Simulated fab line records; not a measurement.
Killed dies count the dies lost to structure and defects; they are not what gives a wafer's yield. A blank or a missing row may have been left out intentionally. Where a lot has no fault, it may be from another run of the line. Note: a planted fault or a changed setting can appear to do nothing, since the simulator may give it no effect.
Which tool was responsible? | flow n5Finfet | Sampling: 24 lots, 72 wafers, 4 of 1938 route steps

WHAT THE GAUGES READ, wafer by wafer
N5_FIN_SAQP_CD_MEAS_27: target cd 20 nm.
lot  | measured    | on       | cdNm (nm)
L074 | day 2 01:55 | cdSem-01 | 20.62 20.30 20.23
L075 | day 2 05:55 | cdSem-01 | 20.35 20.31 20.36
L076 | day 2 12:34 | cdSem-01 | 20.37 20.63 20.15
L077 | day 2 17:20 | cdSem-01 | 20.41 20.36 20.43
L078 | day 3 00:28 | cdSem-03 | 20.38 20.43 20.20
L079 | day 3 07:31 | cdSem-02 | 19.99 19.93 20.44
L080 | day 3 13:13 | cdSem-03 | 20.19 20.32 20.21
L081 | day 3 18:48 | cdSem-03 | 20.45 20.70 20.08
L082 | day 4 00:57 | cdSem-01 | 20.60 20.98 19.98
L083 | day 4 06:24 | cdSem-03 | 20.46 20.03 20.61
L084 | day 4 14:17 | cdSem-03 | 20.33 19.96 20.17
L085 | day 4 17:56 | cdSem-02 | 20.40 20.33 20.49
L086 | day 5 01:59 | cdSem-02 | 19.99 20.93 20.49
L087 | day 5 07:19 | cdSem-02 | 20.57 20.34 20.12
L088 | day 5 12:18 | cdSem-01 | 20.92 20.31 20.64
L089 | day 5 19:50 | cdSem-01 | 20.18 20.23 20.06
L090 | day 6 00:20 | cdSem-01 | 20.44 20.50 20.30
L091 | day 6 06:02 | cdSem-02 | 20.35 20.52 20.46
L092 | day 6 12:55 | cdSem-03 | 20.59 20.31 20.39
L093 | day 6 19:12 | cdSem-03 | 20.49 20.09 20.24
L094 | day 7 01:16 | cdSem-02 | 20.15 20.89 20.56
L095 | day 7 07:25 | cdSem-01 | 20.52 20.52 20.60
L096 | day 7 12:55 | cdSem-01 | 20.37 20.18 19.98
L097 | day 7 18:30 | cdSem-03 | 20.31 19.95 20.06

WHAT TOOL EACH LOT RAN ON (gives the tool, then ch and the chambers of the sampled wafers, and finally the start)
lot  | N5_FIN_SAQP_ETCH_52              | N5_FIN_SAQP_MANDREL_ETCH_22    | N5_FIN_SAQP_RECESS_75
L074 | rieDiel-06 ch 0,1,2, day 1 23:54 | rieSi-04 ch 0,1,2, day 2 00:05 | vaporEtch-02 ch 0,1, day 2 00:31
L075 | rieDiel-04 ch 0,2, day 2 03:59   | rieSi-02 ch 0,1, day 2 04:11   | vaporEtch-01 ch 1, day 2 04:37
L076 | rieDiel-03 ch 0,1,3, day 2 10:40 | rieSi-02 ch 0,3, day 2 10:52   | vaporEtch-02 ch 0,1, day 2 11:17
L077 | rieDiel-03 ch 1,2,3, day 2 15:23 | rieSi-02 ch 0,1,3, day 2 15:35 | vaporEtch-02 ch 0,1, day 2 16:00
L078 | rieDiel-06 ch 1,2, day 2 22:04   | rieSi-02 ch 0,1, day 2 22:16   | vaporEtch-02 ch 1, day 2 22:56
L079 | rieDiel-06 ch 2,3, day 3 04:06   | rieSi-02 ch 0,2,3, day 3 04:17 | vaporEtch-02 ch 1, day 3 04:46
L080 | rieDiel-06 ch 1,2,3, day 3 10:41 | rieSi-02 ch 1,3, day 3 10:53   | vaporEtch-02 ch 1, day 3 11:29
L081 | rieDiel-03 ch 1,2,3, day 3 16:53 | rieSi-02 ch 0,1,2, day 3 17:05 | vaporEtch-01 ch 0,1, day 3 17:30
L082 | rieDiel-03 ch 1,3, day 3 22:38   | rieSi-02 ch 1,2,3, day 3 22:50 | vaporEtch-02 ch 1, day 3 23:16
L083 | rieDiel-06 ch 1,2,3, day 4 04:04 | rieSi-02 ch 0,1, day 4 04:16   | vaporEtch-02 ch 1, day 4 04:52
L084 | rieDiel-04 ch 0,1,2, day 4 11:49 | rieSi-03 ch 1,2,3, day 4 12:00 | vaporEtch-01 ch 0,1, day 4 12:51
L085 | rieDiel-06 ch 1,2, day 4 15:38   | rieSi-03 ch 1,2, day 4 15:50   | vaporEtch-02 ch 1, day 4 16:16
L086 | rieDiel-03 ch 0,1, day 4 22:28   | rieSi-04 ch 0,2,3, day 4 22:39 | vaporEtch-02 ch 1, day 4 23:05
L087 | rieDiel-06 ch 1,2,3, day 5 04:29 | rieSi-02 ch 0,1,3, day 5 04:40 | vaporEtch-01 ch 0,1, day 5 05:16
L088 | rieDiel-04 ch 2,3, day 5 10:11   | rieSi-04 ch 0,3, day 5 10:23   | vaporEtch-01 ch 0,1, day 5 11:00
L089 | rieDiel-04 ch 1,3, day 5 17:00   | rieSi-03 ch 0,1,3, day 5 17:11 | vaporEtch-02 ch 1, day 5 18:17
L090 | rieDiel-04 ch 1,2,3, day 5 22:20 | rieSi-04 ch 0,1,3, day 5 22:32 | vaporEtch-01 ch 0,1, day 5 22:57
L091 | rieDiel-06 ch 0,1, day 6 03:45   | rieSi-02 ch 0,2,3, day 6 03:57 | vaporEtch-02 ch 1, day 6 04:29
L092 | rieDiel-06 ch 0,1,2, day 6 10:17 | rieSi-04 ch 0,2,3, day 6 10:29 | vaporEtch-02 ch 1, day 6 11:15
L093 | rieDiel-04 ch 0,1,3, day 6 16:37 | rieSi-04 ch 1,3, day 6 16:49   | vaporEtch-02 ch 1, day 6 17:14
L094 | rieDiel-06 ch 0,1,2, day 6 23:14 | rieSi-04 ch 0,3, day 6 23:25   | vaporEtch-01 ch 0,1, day 6 23:51
L095 | rieDiel-06 ch 0,2, day 7 05:02   | rieSi-04 ch 1,2,3, day 7 05:14 | vaporEtch-01 ch 0,1, day 7 05:54
L096 | rieDiel-04 ch 1,2,3, day 7 10:55 | rieSi-04 ch 1,2,3, day 7 11:06 | vaporEtch-01 ch 0,1, day 7 11:37
L097 | rieDiel-03 ch 1,3, day 7 16:01   | rieSi-04 ch 0,1,2, day 7 16:13 | vaporEtch-01 ch 0,1, day 7 16:40
- N5_FIN_SAQP_ETCH_52: etches SOC in N2/H2, target depth 100 nm, overetch 20 nm, time 150 s.
- N5_FIN_SAQP_MANDREL_ETCH_22: etches a-Si in HBr/Cl2, stops on SiNx, target depth 60 nm, bt time 10 s, time 30 s.
- N5_FIN_SAQP_RECESS_75: chemistry HF/NH3, target SiO2, target depth 14.4 nm, afs cycles 3, sublimation time 60 s.

WHAT THE TOOLS THEMSELVES READ (means of the sampled wafers that have a number; where no wafer has one, the mark that the record gives instead)
N5_FIN_SAQP_ETCH_52.
lot  | tool       | drypumpMotorCurrentA (A) | n2FlowSccm (sccm) | oesProductAu (a.u.) | rfVppV (V) | showerheadPlenumPTorr (Torr) | throttleValvePct (%)
L074 | rieDiel-06 | 5.2                      | 199.7             | 0.77                | 521.6      | 2.48                         | 17.89
L075 | rieDiel-04 | 5.7                      | 199.8             | 0.68                | 523.2      | 2.51                         | 17.93
L076 | rieDiel-03 | 6.0                      | 199.7             | 0.63                | 522.0      | 2.48                         | 18.12
L077 | rieDiel-03 | 6.0                      | 200.1             | 0.63                | 522.3      | 2.45                         | 18.00
L078 | rieDiel-06 | 5.0                      | 200.2             | 0.74                | 521.6      | 2.47                         | 17.89
L079 | rieDiel-06 | 6.3                      | 200.1             | 0.65                | 522.4      | 2.48                         | 18.09
L080 | rieDiel-06 | 5.6                      | 199.8             | 0.69                | 521.1      | 2.48                         | 18.00
L081 | rieDiel-03 | 6.0                      | 199.4             | 0.63                | 521.4      | 2.45                         | 18.01
L082 | rieDiel-03 | 6.6                      | 199.9             | 0.63                | 520.3      | 2.42                         | 18.09
L083 | rieDiel-06 | 5.6                      | 200.3             | 0.69                | 521.6      | 2.47                         | 18.01
L084 | rieDiel-04 | 5.8                      | 200.4             | 0.71                | 523.3      | 2.49                         | 17.78
L085 | rieDiel-06 | 5.1                      | 200.2             | 0.73                | 520.9      | 2.46                         | 17.91
L086 | rieDiel-03 | 5.5                      | 200.0             | 0.78                | 523.8      | 2.54                         | 17.96
L087 | rieDiel-06 | 5.6                      | 199.9             | 0.68                | 521.9      | 2.47                         | 18.02
L088 | rieDiel-04 | 5.8                      | 200.0             | 0.69                | 522.7      | 2.50                         | 17.99
L089 | rieDiel-04 | 5.8                      | 200.3             | 0.79                | 522.1      | 2.48                         | 17.75
L090 | rieDiel-04 | 5.8                      | 200.0             | 0.73                | 522.0      | 2.49                         | 17.83
L091 | rieDiel-06 | 4.9                      | 199.6             | 0.76                | 521.9      | 2.48                         | 17.83
L092 | rieDiel-06 | 5.1                      | 200.1             | 0.73                | 521.2      | 2.47                         | 17.95
L093 | rieDiel-04 | 5.8                      | 199.8             | 0.74                | 521.6      | 2.47                         | 17.76
L094 | rieDiel-06 | 5.2                      | 200.0             | 0.72                | 521.4      | 2.46                         | 17.97
L095 | rieDiel-06 | 5.3                      | 199.9             | 0.69                | 520.5      | 2.44                         | 18.07
L096 | rieDiel-04 | 5.9                      | 200.5             | 0.72                | 522.8      | 2.49                         | 17.84
L097 | rieDiel-03 | 6.5                      | 200.5             | 0.75                | 525.7      | 2.61                         | 17.70

N5_FIN_SAQP_MANDREL_ETCH_22.
lot  | tool     | drypumpMotorCurrentA (A) | oesProductAu (a.u.) | throttleValvePct (%)
L074 | rieSi-04 | 6.2                      | 0.759               | 35.6
L075 | rieSi-02 | 5.7                      | 0.761               | 35.7
L076 | rieSi-02 | 5.6                      | 0.768               | 35.3
L077 | rieSi-02 | 5.7                      | 0.758               | 35.3
L078 | rieSi-02 | 5.7                      | 0.764               | 35.6
L079 | rieSi-02 | 5.5                      | 0.772               | 35.5
L080 | rieSi-02 | 5.8                      | 0.759               | 34.9
L081 | rieSi-02 | 5.6                      | 0.763               | 35.5
L082 | rieSi-02 | 5.5                      | 0.759               | 35.1
L083 | rieSi-02 | 5.8                      | 0.754               | 35.3
L084 | rieSi-03 | 5.8                      | 0.772               | 35.1
L085 | rieSi-03 | 5.6                      | 0.774               | 35.2
L086 | rieSi-04 | 6.2                      | 0.768               | 35.6
L087 | rieSi-02 | 5.7                      | 0.761               | 35.3
L088 | rieSi-04 | 6.3                      | 0.781               | 35.6
L089 | rieSi-03 | 5.9                      | 0.772               | 35.5
L090 | rieSi-04 | 6.1                      | 0.762               | 35.5
L091 | rieSi-02 | 5.5                      | 0.769               | 35.5
L092 | rieSi-04 | 6.1                      | 0.767               | 35.6
L093 | rieSi-04 | 5.9                      | 0.747               | 35.4
L094 | rieSi-04 | 6.3                      | 0.779               | 35.6
L095 | rieSi-04 | 6.0                      | 0.754               | 35.5
L096 | rieSi-04 | 5.9                      | 0.757               | 35.5
L097 | rieSi-04 | 6.2                      | 0.759               | 35.6

N5_FIN_SAQP_RECESS_75.
lot  | tool         | drypumpMotorCurrentA (A) | forelinePTorr (Torr)
L074 | vaporEtch-02 | 5.81                     | 0.1281
L075 | vaporEtch-01 | 5.54                     | 0.1281
L076 | vaporEtch-02 | 5.58                     | 0.1282
L077 | vaporEtch-02 | 5.61                     | 0.1275
L078 | vaporEtch-02 | 5.37                     | 0.1285
L079 | vaporEtch-02 | 5.35                     | 0.1281
L080 | vaporEtch-02 | 5.38                     | 0.1283
L081 | vaporEtch-01 | 5.45                     | 0.1279
L082 | vaporEtch-02 | 5.38                     | 0.1277
L083 | vaporEtch-02 | 5.37                     | 0.1273
L084 | vaporEtch-01 | 5.31                     | 0.1279
L085 | vaporEtch-02 | 5.37                     | 0.1272
L086 | vaporEtch-02 | 5.37                     | 0.1277
L087 | vaporEtch-01 | 5.43                     | 0.1281
L088 | vaporEtch-01 | 5.33                     | 0.1274
L089 | vaporEtch-02 | 5.40                     | 0.1275
L090 | vaporEtch-01 | 5.33                     | 0.1278
L091 | vaporEtch-02 | 5.39                     | 0.1279
L092 | vaporEtch-02 | 5.40                     | 0.1275
L093 | vaporEtch-02 | 5.37                     | 0.1279
L094 | vaporEtch-01 | 5.43                     | 0.1277
L095 | vaporEtch-01 | 5.42                     | 0.1277
L096 | vaporEtch-01 | 5.40                     | 0.1275
L097 | vaporEtch-01 | 5.41                     | 0.1285

THE ANSWER, worked out from the rows above alone
Rule: the lots themselves supply what counts as usual. Put in order of their means at a reading, lots are off if they are a third of the lots or fewer, leave a main group of 4 or more, and stand apart from it by a gap of 3 or more times the standard deviation of the main group's means; of several such gaps the widest counts. A main group whose means are all the same, to the digits that the tables above print for the reading, isn't used. Also off: a lot with no number at a reading for which 4 or more lots have one. All remaining lots with rows at the step are treated as sound. Order of review: gauges by route order, followed by the tools' own readings, for which a lot's mean as printed above is used. The first step at which some lot is off is used, and at that step the reading that is off furthest; a lot without a number counts as furthest.
Nothing can be told from this: no lot is off at any reading shown.

WHAT HAD BEEN PUT IN BY THE SIMULATOR
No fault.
